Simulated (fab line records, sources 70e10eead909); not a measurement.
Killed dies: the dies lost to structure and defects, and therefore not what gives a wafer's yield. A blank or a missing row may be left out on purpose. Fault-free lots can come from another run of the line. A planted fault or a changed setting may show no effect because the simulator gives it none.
fab line records + flow nand-harc
record:
- lots: 13
- wafers: 39
- last-day: 33
route steps=1302 shown A_CONTACT@1043 END@1302
lots untouched by any fault: they come from a run of this same line in which no faults occurred
start-h: start of the lot's first displayed wafer, in hours after the record's first day + wait-h: hours since the lot's step before + " unchanged from the row above + L1.1+2: a row that stands for several wafers + - no value, or no start was given + * or withheld: withheld + < > ~ a bound
route shown NAME@n: NAME is a module with steps in the file, n the number in the route of the first one + usual: mean/standard deviation taken from wafers without a fault + same: alike in all rows + chamber/n: place in a boat + sites: readings site by site + _std_site: the values' standard deviation + _edge_site: outer sites' mean less inner sites' + radius-mm: for every site, how far away it sits from the centre of the wafer + mask NAME#n: copy n + behind: the last tool/chamber to shape the wafer + hold: cause of the lot's hold/its duration in hours/its outcome + device: the transistor (n, p or np) that didn't switch + end of line: at the end of the route, the tests of the same wafers + a step given without rows: its recipe and nothing more + killed: count of dies lost to structure and defects at first sort (not the wafer's yield) + map: shows each die of a wafer: x if killed, . if not, _ if none is there
set.NAME: the setting the step ran with; set.NAME@STEP: the setting that earlier step ran with + model.NAME: the simulator's own value behind a step, which no gauge read
the route's steps for a sample of lots (tables are steps, rows are wafers)
services: when a tool's chamber went out of use (start-h, in hours from the record's first day, below 0 if earlier), for how many hours, and the reason
== steps ==
step: NHARC_A_CONTACT_ETCH_75
recipe:
- target-depth-a: 390
- over-etch-frac: 0.3
- time-s: 65
- ion-energy-ev: 80
- cf4-flow-sccm: 150
- ar-flow-sccm: 0
- rf-w: 300
- bias-w: 100
- chemistry: CF4
usual:
- bias-w: 100.0/0.3
- drypump-motor-current-A: 5.7/0.47
- oes-product-au: 1.002/0.008
- rf-vpp-V: 151.4/0.97
- showerhead-plenum-p-Torr: 1.79/0.063
- throttle-valve-pct: 13.284/0.01
| lot.wafer | tool        | chamber | start-h | wait-h | bias-w | drypump-motor-current-A | oes-product-au | rf-hours-counter-h | rf-vpp-V | showerhead-plenum-p-Torr | throttle-valve-pct |
|-----------|-------------|---------|---------|--------|--------|-------------------------|----------------|--------------------|----------|--------------------------|--------------------|
| L155.1    | rie-diel-11 | 1       | 516.39  | 0.1    | 99.8   | 5.7                     | 1.006          | 13                 | 150.6    | 1.82                     | 13.274             |
| L155.6    | "           | 0       | "       | "      | 100.2  | 4.9                     | 1.004          | -                  | 151.1    | 1.71                     | 13.276             |
| L155.5    | "           | 1       | "       | "      | 100.0  | 5.7                     | 1.002          | -                  | 151.7    | 1.82                     | 13.283             |
| L157.3    | rie-diel-11 | 1       | 533.85  | 0.1    | 99.5   | 5.7                     | 1.007          | 16                 | 150.9    | 1.82                     | 13.280             |
| L157.5    | "           | 0       | "       | "      | 99.7   | 4.9                     | 1.002          | -                  | 151.1    | 1.71                     | 13.279             |
| L157.6    | "           | 1       | "       | "      | 99.8   | 5.7                     | 1.000          | -                  | 151.3    | 1.82                     | 13.284             |
| L156.3    | rie-diel-11 | 2       | 534.24  | 0.1    | 99.8   | 5.8                     | 1.004          | 17                 | 151.3    | 1.73                     | 13.282             |
| L156.4    | "           | 3       | "       | "      | 99.9   | 5.8                     | 1.008          | 16                 | 150.1    | 1.85                     | 13.293             |
| L156.5    | "           | 1       | "       | "      | 99.9   | 5.7                     | 1.007          | -                  | 152.6    | 1.82                     | 13.282             |
| L158.1    | rie-diel-11 | 2       | 535.21  | 0.1    | 100.2  | 5.8                     | 1.014          | 18                 | 150.9    | 1.73                     | 13.299             |
| L158.5    | "           | 0       | "       | "      | 100.1  | 4.9                     | 1.000          | -                  | 150.7    | 1.71                     | 13.287             |
| L158.6    | "           | 1       | "       | "      | 100.0  | 5.7                     | 1.000          | -                  | 152.1    | 1.82                     | 13.279             |
| L161.2    | rie-diel-03 | 2       | 591.89  | 0.1    | 100.3  | 6.8                     | 1.004          | 34                 | 150.0    | 1.79                     | 13.278             |
| L161.3    | "           | 3       | "       | "      | 100.3  | 6.1                     | 1.005          | 41                 | 151.5    | 1.80                     | 13.287             |
| L161.5    | "           | 2       | "       | "      | 100.2  | 6.8                     | 0.998          | -                  | 152.0    | 1.79                     | 13.287             |
| L163.2    | rie-diel-11 | 0       | 592.65  | 0.1    | 100.3  | 4.9                     | 1.011          | 24                 | 151.5    | 1.71                     | 13.284             |
| L163.1    | "           | 2       | "       | "      | 100.3  | 5.8                     | 1.011          | 26                 | 150.9    | 1.72                     | 13.259             |
| L163.6    | "           | 0       | "       | "      | 100.3  | 4.9                     | 1.013          | -                  | 151.1    | 1.71                     | 13.288             |
| L162.1    | rie-diel-11 | 3       | 601.10  | 0.1    | 100.3  | 5.8                     | 1.001          | 25                 | 151.5    | 1.85                     | 13.284             |
| L162.4    | "           | 1       | "       | "      | 100.5  | 5.7                     | 0.998          | 28                 | 150.9    | 1.82                     | 13.284             |
| L162.2    | "           | 2       | "       | "      | 100.4  | 5.8                     | 1.006          | 28                 | 150.1    | 1.72                     | 13.275             |
| L165.1    | rie-diel-10 | 1       | 610.71  | 0.1    | 100.0  | 5.8                     | 1.013          | 1                  | 152.0    | 1.86                     | 13.274             |
| L165.4    | "           | 3       | "       | "      | 100.0  | 5.4                     | 1.003          | 0                  | 151.4    | 1.77                     | 13.304             |
| L165.5    | "           | 0       | "       | "      | 100.2  | 5.9                     | 1.002          | -                  | 151.8    | 1.76                     | 13.285             |
| L169.4    | rie-diel-10 | 2       | 653.24  | 0.1    | 99.8   | 6.3                     | 1.007          | 20                 | 149.9    | 1.68                     | 13.275             |
| L169.3    | "           | 3       | "       | "      | 99.7   | 5.3                     | 0.990          | 16                 | 150.3    | 1.76                     | 13.282             |
| L169.5    | "           | 0       | "       | "      | 100.4  | 5.8                     | 1.006          | -                  | 150.3    | 1.76                     | 13.275             |
| L167.2    | rie-diel-10 | 0       | 658.30  | 0.1    | 100.1  | 5.9                     | 0.995          | 19                 | 152.5    | 1.76                     | 13.276             |
| L167.3    | "           | 1       | "       | "      | 100.3  | 5.8                     | 1.001          | 19                 | 151.6    | 1.85                     | 13.285             |
| L167.5    | "           | 0       | "       | "      | 100.1  | 5.9                     | 1.002          | -                  | 150.8    | 1.76                     | 13.278             |
| L172.4    | rie-diel-11 | 1       | 696.62  | 0.2    | 99.9   | 5.7                     | 0.813          | 14                 | 151.8    | 1.81                     | 13.279             |
| L172.1    | "           | 2       | "       | "      | 100.2  | 5.8                     | 1.016          | 15                 | 150.7    | 1.72                     | 13.293             |
| L172.5    | "           | 0       | "       | "      | 100.4  | 4.9                     | 1.000          | -                  | 151.7    | 1.70                     | 13.299             |
| L174.2    | rie-diel-11 | 3       | 702.81  | 0.1    | 99.5   | 5.8                     | 0.814          | 15                 | 151.8    | 1.85                     | 13.303             |
| L174.3    | "           | 1       | "       | "      | 100.6  | 5.7                     | 1.005          | 15                 | 151.3    | 1.81                     | 13.286             |
| L174.6    | "           | 3       | "       | "      | 99.3   | 5.8                     | 0.991          | -                  | 154.0    | 1.85                     | 13.302             |
| L175.4    | rie-diel-11 | 2       | 727.31  | 0.1    | 99.9   | 5.8                     | 0.816          | 20                 | 149.2    | 1.72                     | 13.266             |
| L175.5    | "           | 2       | "       | "      | 100.2  | 5.8                     | 1.006          | -                  | 150.8    | 1.72                     | 13.290             |
| L175.6    | "           | 3       | "       | "      | 100.3  | 5.8                     | 0.991          | -                  | 152.1    | 1.84                     | 13.270             |
step: NHARC_A_CONTACT_ETCH_126
recipe:
- source-w: withheld
- pressure-mtorr: 20
- bias-v: 3000
- time-s: 197
- target-depth-a: 19180
- ar-flow-sccm: withheld
- c4f8-flow-sccm: withheld
- o2-flow-sccm: withheld
- chemistry: C4F8/O2/Ar
| lot.wafer | tool            | chamber | start-h | wait-h | rf-hours-counter-h |
|-----------|-----------------|---------|---------|--------|--------------------|
| L155.1    | har-cap-etch-03 | 1       | 518.38  | 0.2    | 47                 |
| L155.5    | "               | 0       | "       | "      | -                  |
| L155.6    | "               | 1       | "       | "      | -                  |
| L157.3    | har-cap-etch-03 | 1       | 535.93  | 0.1    | -                  |
| L157.5    | "               | 0       | "       | "      | -                  |
| L157.6    | "               | 1       | "       | "      | -                  |
| L156.3    | har-cap-etch-02 | 0       | 536.61  | 0.1    | -                  |
| L156.4    | "               | 1       | "       | "      | -                  |
| L156.5    | "               | 0       | "       | "      | -                  |
| L158.1    | har-cap-etch-01 | 0       | 537.57  | 0.1    | 6                  |
| L158.5    | "               | 0       | "       | "      | -                  |
| L158.6    | "               | 1       | "       | "      | -                  |
| L161.2    | har-cap-etch-02 | 1       | 594.17  | 0.1    | 102                |
| L161.3    | "               | 0       | "       | "      | -                  |
| L161.5    | "               | 1       | "       | "      | -                  |
| L163.1    | har-cap-etch-01 | 0       | 594.79  | 0.1    | 13                 |
| L163.2    | "               | 1       | "       | "      | 13                 |
| L163.6    | "               | 0       | "       | "      | -                  |
| L162.2    | har-cap-etch-01 | 1       | 602.93  | 0.1    | 15                 |
| L162.1    | "               | 0       | "       | "      | 15                 |
| L162.4    | "               | 1       | "       | "      | -                  |
| L165.1    | har-cap-etch-02 | 0       | 612.95  | 0.1    | 105                |
| L165.4    | "               | 1       | "       | "      | -                  |
| L165.5    | "               | 0       | "       | "      | -                  |
| L169.4    | har-cap-etch-03 | 1       | 655.27  | 0.2    | -                  |
| L169.3    | "               | 0       | "       | "      | -                  |
| L169.5    | "               | 0       | "       | "      | -                  |
| L167.2    | har-cap-etch-03 | 1       | 660.46  | 0.2    | 75                 |
| L167.3    | "               | 0       | "       | "      | -                  |
| L167.5    | "               | 0       | "       | "      | -                  |
| L172.1    | har-cap-etch-01 | 0       | 698.47  | 0.1    | 32                 |
| L172.4    | "               | 0       | "       | "      | -                  |
| L172.5    | "               | 0       | "       | "      | -                  |
| L174.2    | har-cap-etch-02 | 1       | 704.64  | 0.1    | 124                |
| L174.3    | "               | 1       | "       | "      | -                  |
| L174.6    | "               | 0       | "       | "      | -                  |
| L175.4    | har-cap-etch-01 | 1       | 729.21  | 0.1    | -                  |
| L175.5    | "               | 1       | "       | "      | -                  |
| L175.6    | "               | 0       | "       | "      | -                  |
step: NHARC_A_CONTACT_ETCH_129
recipe:
- source-w: withheld
- pressure-mtorr: 20
- bias-v: 3000
- time-s: 197
- target-depth-a: 19180
- ar-flow-sccm: withheld
- c4f8-flow-sccm: withheld
- o2-flow-sccm: withheld
- chemistry: C4F8/O2/Ar
| lot.wafer | tool            | chamber | start-h | wait-h | rf-hours-counter-h |
|-----------|-----------------|---------|---------|--------|--------------------|
| L155.1    | har-cap-etch-03 | 1       | 519.09  | 0.2    | 48                 |
| L155.5    | "               | 0       | "       | "      | -                  |
| L155.6    | "               | 1       | "       | "      | -                  |
| L157.3    | har-cap-etch-03 | 1       | 536.46  | 0.1    | -                  |
| L157.5    | "               | 0       | "       | "      | -                  |
| L157.6    | "               | 1       | "       | "      | -                  |
| L156.3    | har-cap-etch-02 | 0       | 537.14  | 0.1    | -                  |
| L156.4    | "               | 1       | "       | "      | -                  |
| L156.5    | "               | 0       | "       | "      | -                  |
| L158.1    | har-cap-etch-01 | 0       | 538.10  | 0.1    | 6                  |
| L158.5    | "               | 0       | "       | "      | -                  |
| L158.6    | "               | 1       | "       | "      | -                  |
| L161.2    | har-cap-etch-02 | 1       | 594.70  | 0.1    | 102                |
| L161.3    | "               | 0       | "       | "      | -                  |
| L161.5    | "               | 1       | "       | "      | -                  |
| L163.1    | har-cap-etch-01 | 0       | 595.32  | 0.1    | 14                 |
| L163.2    | "               | 1       | "       | "      | 14                 |
| L163.6    | "               | 0       | "       | "      | -                  |
| L162.2    | har-cap-etch-01 | 1       | 603.45  | 0.1    | 16                 |
| L162.1    | "               | 0       | "       | "      | 16                 |
| L162.4    | "               | 1       | "       | "      | -                  |
| L165.1    | har-cap-etch-02 | 0       | 613.48  | 0.1    | 105                |
| L165.4    | "               | 1       | "       | "      | -                  |
| L165.5    | "               | 0       | "       | "      | -                  |
| L169.4    | har-cap-etch-03 | 1       | 655.98  | 0.2    | -                  |
| L169.3    | "               | 0       | "       | "      | -                  |
| L169.5    | "               | 0       | "       | "      | -                  |
| L167.2    | har-cap-etch-03 | 1       | 661.16  | 0.2    | 75                 |
| L167.3    | "               | 0       | "       | "      | -                  |
| L167.5    | "               | 0       | "       | "      | -                  |
| L172.1    | har-cap-etch-01 | 0       | 699.00  | 0.2    | 33                 |
| L172.4    | "               | 0       | "       | "      | -                  |
| L172.5    | "               | 0       | "       | "      | -                  |
| L174.2    | har-cap-etch-02 | 1       | 705.17  | 0.1    | 125                |
| L174.3    | "               | 1       | "       | "      | -                  |
| L174.6    | "               | 0       | "       | "      | -                  |
| L175.4    | har-cap-etch-01 | 1       | 729.74  | 0.1    | -                  |
| L175.5    | "               | 1       | "       | "      | -                  |
| L175.6    | "               | 0       | "       | "      | -                  |
step: NHARC_A_CONTACT_ETCH_130
recipe:
- source-w: withheld
- pressure-mtorr: 20
- bias-v: 3000
- time-s: 197
- target-depth-a: 19180
- ar-flow-sccm: withheld
- c4f8-flow-sccm: withheld
- o2-flow-sccm: withheld
- chemistry: C4F8/O2/Ar
| lot.wafer | tool            | chamber | start-h | wait-h | rf-hours-counter-h |
|-----------|-----------------|---------|---------|--------|--------------------|
| L155.1    | har-cap-etch-03 | 1       | 519.33  | 0.2    | 48                 |
| L155.5    | "               | 0       | "       | "      | -                  |
| L155.6    | "               | 1       | "       | "      | -                  |
| L157.3    | har-cap-etch-03 | 1       | 536.64  | 0.1    | -                  |
| L157.5    | "               | 0       | "       | "      | -                  |
| L157.6    | "               | 1       | "       | "      | -                  |
| L156.3    | har-cap-etch-02 | 0       | 537.32  | 0.1    | -                  |
| L156.4    | "               | 1       | "       | "      | -                  |
| L156.5    | "               | 0       | "       | "      | -                  |
| L158.1    | har-cap-etch-01 | 0       | 538.28  | 0.1    | 6                  |
| L158.5    | "               | 0       | "       | "      | -                  |
| L158.6    | "               | 1       | "       | "      | -                  |
| L161.2    | har-cap-etch-02 | 1       | 594.88  | 0.1    | 102                |
| L161.3    | "               | 0       | "       | "      | -                  |
| L161.5    | "               | 1       | "       | "      | -                  |
| L163.1    | har-cap-etch-01 | 0       | 595.50  | 0.1    | 14                 |
| L163.2    | "               | 1       | "       | "      | 14                 |
| L163.6    | "               | 0       | "       | "      | -                  |
| L162.2    | har-cap-etch-01 | 1       | 603.63  | 0.1    | 16                 |
| L162.1    | "               | 0       | "       | "      | 16                 |
| L162.4    | "               | 1       | "       | "      | -                  |
| L165.1    | har-cap-etch-02 | 0       | 613.66  | 0.1    | 105                |
| L165.4    | "               | 1       | "       | "      | -                  |
| L165.5    | "               | 0       | "       | "      | -                  |
| L169.4    | har-cap-etch-03 | 1       | 656.22  | 0.2    | -                  |
| L169.3    | "               | 0       | "       | "      | -                  |
| L169.5    | "               | 0       | "       | "      | -                  |
| L167.2    | har-cap-etch-03 | 1       | 661.40  | 0.2    | 75                 |
| L167.3    | "               | 0       | "       | "      | -                  |
| L167.5    | "               | 0       | "       | "      | -                  |
| L172.1    | har-cap-etch-01 | 0       | 699.18  | 0.1    | 33                 |
| L172.4    | "               | 0       | "       | "      | -                  |
| L172.5    | "               | 0       | "       | "      | -                  |
| L174.2    | har-cap-etch-02 | 1       | 705.35  | 0.1    | 125                |
| L174.3    | "               | 1       | "       | "      | -                  |
| L174.6    | "               | 0       | "       | "      | -                  |
| L175.4    | har-cap-etch-01 | 1       | 729.92  | 0.1    | -                  |
| L175.5    | "               | 1       | "       | "      | -                  |
| L175.6    | "               | 0       | "       | "      | -                  |
step: NHARC_END_SORT_01
recipe:
- temp-c: 25
usual:
- killed-at-array: 63/18
- killed-at-other: 1.1/1.3
- killed-at-periphery: 4.3/2.8
- killed-dies: 68/18
- killed-open: 3.3/2
- killed-short: 2.4/1.6
same:
- gross-dies: 677
| lot.wafer | tool      | chamber | start-h | wait-h | killed-at-array | killed-at-other | killed-at-periphery | killed-dies | killed-open | killed-short |
|-----------|-----------|---------|---------|--------|-----------------|-----------------|---------------------|-------------|-------------|--------------|
| L172.1    | prober-01 | 0       | 775.89  | 2.5    | 69              | 0               | 1                   | 70          | 6           | 2            |
| L172.4    | prober-01 | 0       | 778.27  | 3.4    | 583             | 0               | 2                   | 585         | 2           | 1            |
| L172.5    | prober-01 | 0       | 779.07  | 3.7    | 74              | 0               | 0                   | 74          | 2           | 2            |
| L174.2    | prober-01 | 0       | 784.41  | 2.8    | 565             | 2               | 8                   | 575         | 4           | 3            |
| L174.3    | prober-01 | 0       | 785.19  | 3.1    | 64              | 1               | 14                  | 79          | 5           | 5            |
| L174.6    | prober-01 | 0       | 787.55  | 3.9    | 75              | 0               | 12                  | 87          | 7           | 6            |
| L175.4    | prober-02 | 0       | 792.31  | 3.4    | 571             | 1               | 2                   | 574         | 1           | 0            |
| L175.5    | prober-02 | 0       | 793.10  | 3.7    | 83              | 1               | 2                   | 86          | 2           | 6            |
| L175.6    | prober-02 | 0       | 793.89  | 3.9    | 82              | 0               | 4                   | 86          | 6           | 1            |
killed by level:class
L172.1 A_SLIT:chamber-film-flake=24 A_CHANNEL_HOLE_D2:chamber-film-flake=18 A_CHANNEL_HOLE_D1:chamber-film-flake=8 A_DECK1_JOINT:chamber-film-flake=4 A_WL_FILL:chamber-film-flake=3 A_ONON_D1:geometric-particle:open=1 A_ONON_D2:geometric-particle:open=1 A_CHANNEL_HOLE_D2:geometric-particle:open=1
L172.4 A_CONTACT:area-etch=515 A_CHANNEL_HOLE_D2:chamber-film-flake=28 A_SLIT:chamber-film-flake=22 A_CHANNEL_HOLE_D1:chamber-film-flake=9 A_WL_FILL:chamber-film-flake=3 P_BONDPAD:chamber-film-flake=2 A_STAIRCASE:chamber-film-flake=2 A_CHANNEL_FILL_D1:geometric-particle:open=1
L172.5 A_SLIT:chamber-film-flake=34 A_CHANNEL_HOLE_D2:chamber-film-flake=21 A_CHANNEL_HOLE_D1:chamber-film-flake=8 A_CHANNEL_FILL_D1:chamber-film-flake=2 A_DECK1_JOINT:chamber-film-flake=2 A_WL_FILL:chamber-film-flake=2 A_CHANNEL_HOLE_D1:geometric-particle:open=1 A_ONON_D2:geometric-particle:short=1
L174.2 A_CONTACT:area-etch=487 A_SLIT:chamber-film-flake=40 A_CHANNEL_HOLE_D1:chamber-film-flake=14 A_CONTACT:chamber-film-flake=13 P_CONTACT:chamber-film-flake=3 P_M1:chamber-film-flake=3 A_DECK1_JOINT:chamber-film-flake=3 A_M0:geometric-particle:open=2
L174.3 A_SLIT:chamber-film-flake=33 A_CONTACT:chamber-film-flake=9 A_CHANNEL_HOLE_D1:chamber-film-flake=8 P_CONTACT:chamber-film-flake=5 P_M1:chamber-film-flake=4 A_WL_FILL:geometric-particle:short=2 P_GATE:chamber-film-flake=2 A_DECK1_JOINT:chamber-film-flake=2
L174.6 A_SLIT:chamber-film-flake=41 A_CHANNEL_HOLE_D1:chamber-film-flake=13 P_CONTACT:chamber-film-flake=4 P_M1:chamber-film-flake=4 A_CHANNEL_HOLE_D2:chamber-film-flake=4 A_CONTACT:chamber-film-flake=4 A_WL_FILL:geometric-particle:short=2 A_M0:geometric-particle:open=2
L175.4 A_CONTACT:area-etch=492 A_SLIT:chamber-film-flake=34 A_CHANNEL_HOLE_D2:chamber-film-flake=20 A_STAIRCASE:chamber-film-flake=10 A_CHANNEL_HOLE_D1:chamber-film-flake=8 A_CONTACT:chamber-film-flake=3 A_SGD_CUT:geometric-particle:open=1 P_STI:chamber-film-flake=1
L175.5 A_CHANNEL_HOLE_D2:chamber-film-flake=30 A_SLIT:chamber-film-flake=23 A_CHANNEL_HOLE_D1:chamber-film-flake=10 A_STAIRCASE:chamber-film-flake=7 A_CONTACT:chamber-film-flake=2 A_BLC:chamber-film-flake=2 P_GATE:geometric-particle:open=1 A_ONON_D1:geometric-particle:short=1
L175.6 A_SLIT:chamber-film-flake=30 A_CHANNEL_HOLE_D2:chamber-film-flake=24 A_CHANNEL_HOLE_D1:chamber-film-flake=12 A_STAIRCASE:chamber-film-flake=8 P_STI:chamber-film-flake=2 A_CONTACT:chamber-film-flake=2 P_GATE:geometric-particle:open=1 P_CONTACT:geometric-particle:open=1
== services ==
| tool            | chamber | start-h | hours | kind       |
|-----------------|---------|---------|-------|------------|
| har-cap-etch-01 | -       | 498.08  | 17.0  | pm         |
| har-cap-etch-01 | 0       | 498.08  | 17.0  | vent-cycle |
| har-cap-etch-01 | 1       | 498.08  | 17.0  | vent-cycle |
| har-cap-etch-01 | 0       | 515.08  | -     | clean      |
| har-cap-etch-01 | 1       | 515.08  | -     | clean      |
| rie-diel-11     | 0       | 515.97  | -     | clean      |
| rie-diel-11     | 1       | 515.97  | -     | clean      |
| rie-diel-11     | 2       | 515.97  | -     | clean      |
| rie-diel-11     | 3       | 515.97  | -     | clean      |
| rie-diel-11     | 0       | 540.47  | -     | clean      |
| rie-diel-11     | 1       | 540.47  | -     | clean      |
| rie-diel-11     | 2       | 540.47  | -     | clean      |
| rie-diel-11     | 3       | 540.47  | -     | clean      |
| rie-diel-11     | 0       | 565.00  | -     | clean      |
| rie-diel-11     | 1       | 565.00  | -     | clean      |
| rie-diel-11     | 2       | 565.00  | -     | clean      |
| rie-diel-11     | 3       | 589.56  | 5.1   | repair     |
| rie-diel-10     | -       | 598.20  | 9.0   | pm         |
| rie-diel-11     | -       | 610.46  | 9.0   | pm         |
| rie-diel-11     | 0       | 623.90  | 8.0   | repair     |
| rie-diel-10     | 3       | 627.91  | 2.3   | repair     |
| rie-diel-03     | -       | 637.87  | 9.0   | pm         |
| rie-diel-03     | 0       | 660.94  | 4.6   | repair     |
| rie-diel-10     | 3       | 701.09  | 2.6   | repair     |
== key ==
first-sign:
- step: NHARC_A_CONTACT_ETCH_75
- reading: oes-product-au
- direction: down
- sigmas: 23
- usual: 1.002
- struck: 0.815
effect:
- step: NHARC_END_SORT_01
- reading: killed-at-array
- direction: up
- sigmas: 29
- usual: 63
- struck: 573
more-kills-born-at:
- NHARC_A_CONTACT_ETCH_75@rie-diel-11: 1494
met-at NHARC_A_CONTACT_ETCH_75
struck-lots L172,L174,L175
struck-wafers L172.4,L174.2,L175.4
later-rows-left-out L172.4,L174.2,L175.4
tester-left-out L172,L174,L175
not-acting-at NHARC_A_CONTACT_ETCH_126,NHARC_A_CONTACT_ETCH_129,NHARC_A_CONTACT_ETCH_130
onset-between 601.10 696.62
fault:
- kind: process-parameter-drift
- tool: rie-diel-11
- chamber: -
- onset-h: 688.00
- steps: NHARC_A_CONTACT_ETCH_75
- channel: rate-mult
- offset: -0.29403
- shape: step
- end-h: 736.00
- scope: struck-wafers-only
tester-left-out: of these lots the tester's yield and bins aren't shown, on N5 and GAA mostly nor the transistor test; their killed dies are dies lost to structure and defects alone, not to doping, threshold or leakage, so they don't give the yield
later-rows-left-out: the simulator's readings of these wafers behind a module that went badly wrong aren't trusted and aren't shown, but for the sort
